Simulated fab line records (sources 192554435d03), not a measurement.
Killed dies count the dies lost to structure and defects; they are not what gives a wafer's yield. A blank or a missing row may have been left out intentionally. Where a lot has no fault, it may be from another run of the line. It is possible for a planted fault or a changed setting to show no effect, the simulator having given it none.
3 desks, one fault :: flow n5-finfet :: what lay behind the numbers comes last; until then each desk has only its own

== DESK OF THE TOOL OWNER: ald-sin-04 ==
The tool's own readings at N5_MOL_CONTACT_COAG_ALD_131 (deposits SiO2, target thk 5 nm, pulse time 1 s, co reactant pulse time 1 s): means of the sampled wafers that have a number, for each lot that ran on this tool. Any lot whose mean is over 4 standard deviations away from the usual mean is out of limits and marked OUT; that distance is given in the brackets.
Columns: A = chamber-pressure-Torr at N5_MOL_CONTACT_COAG_ALD_131, usual 2.000 Torr; B = heater-power-w at N5_MOL_CONTACT_COAG_ALD_131, usual 83 W; C = precursor-pulse-height-rel at N5_MOL_CONTACT_COAG_ALD_131, usual 1.000
lot: L167
first seen here: day 5 20:53
A: 2.004
B: 88
C: 1.001

lot: L183
first seen here: day 9 20:57
A: 2.002
B: 89
C: 0.986

lot: L184
first seen here: day 10 06:14
A: 2.001
B: 81
C: 1.000
This desk found nothing out of limits on any of the 3 lots.

== THE DEFECT DESK ==
Inspection counts along the route, by lot: the mean over sampled wafers that carry a number. Any lot whose mean is over 4 standard deviations away from the usual mean is out of limits and marked OUT; that distance is given in the brackets.
Columns: A = raw-defect-count at N5_MOL_CONTACT_COAG_INSPECT_57, usual 205
lot: L167
first seen here: day 5 20:43
A: 194

lot: L178
first seen here: day 8 12:32
A: 172

lot: L183
first seen here: day 9 20:41
A: 194

lot: L184
first seen here: day 10 06:05
A: 337

lot: L185
first seen here: day 10 14:43
A: 141

lot: L187
first seen here: day 10 19:43
A: 295
This desk found nothing out of limits on any of the 6 lots.

== METROLOGY DESK ==
Lot by lot, what the gauges showed, no matter which tool ran the lot: averages of those sampled wafers that carry a number. Any lot whose mean is over 4 standard deviations away from the usual mean is out of limits and marked OUT; that distance is given in the brackets.
Columns: A = cd-nm at N5_MOL_CONTACT_COAG_CD_MEAS_84, usual 25.19 nm; B = VG_OVL at N5_MOL_CONTACT_COAG_OVL_MEAS_85, usual -0.2 nm
lot: L167
first seen here: day 5 20:38
A: 25.31
B: -0.5

lot: L178
first seen here: day 8 12:27
A: 25.36
B: 0.6

lot: L183
first seen here: day 9 20:37
A: 25.45
B: -0.0

lot: L184
first seen here: day 10 05:59
A: 25.18
B: 1.1

lot: L185
first seen here: day 10 14:38
A: 25.27
B: 0.1

lot: L187
first seen here: day 10 19:38
A: 24.83
B: -0.5
This desk found nothing out of limits on any of the 6 lots.

== BROUGHT TOGETHER ==
Nothing out of limits was seen by the tool owner's desk.
No out-of-limits result turned up at the defect desk.
Nothing out of limits was seen by the metrology desk.

== WHAT HAD BEEN PUT IN BY THE SIMULATOR ==
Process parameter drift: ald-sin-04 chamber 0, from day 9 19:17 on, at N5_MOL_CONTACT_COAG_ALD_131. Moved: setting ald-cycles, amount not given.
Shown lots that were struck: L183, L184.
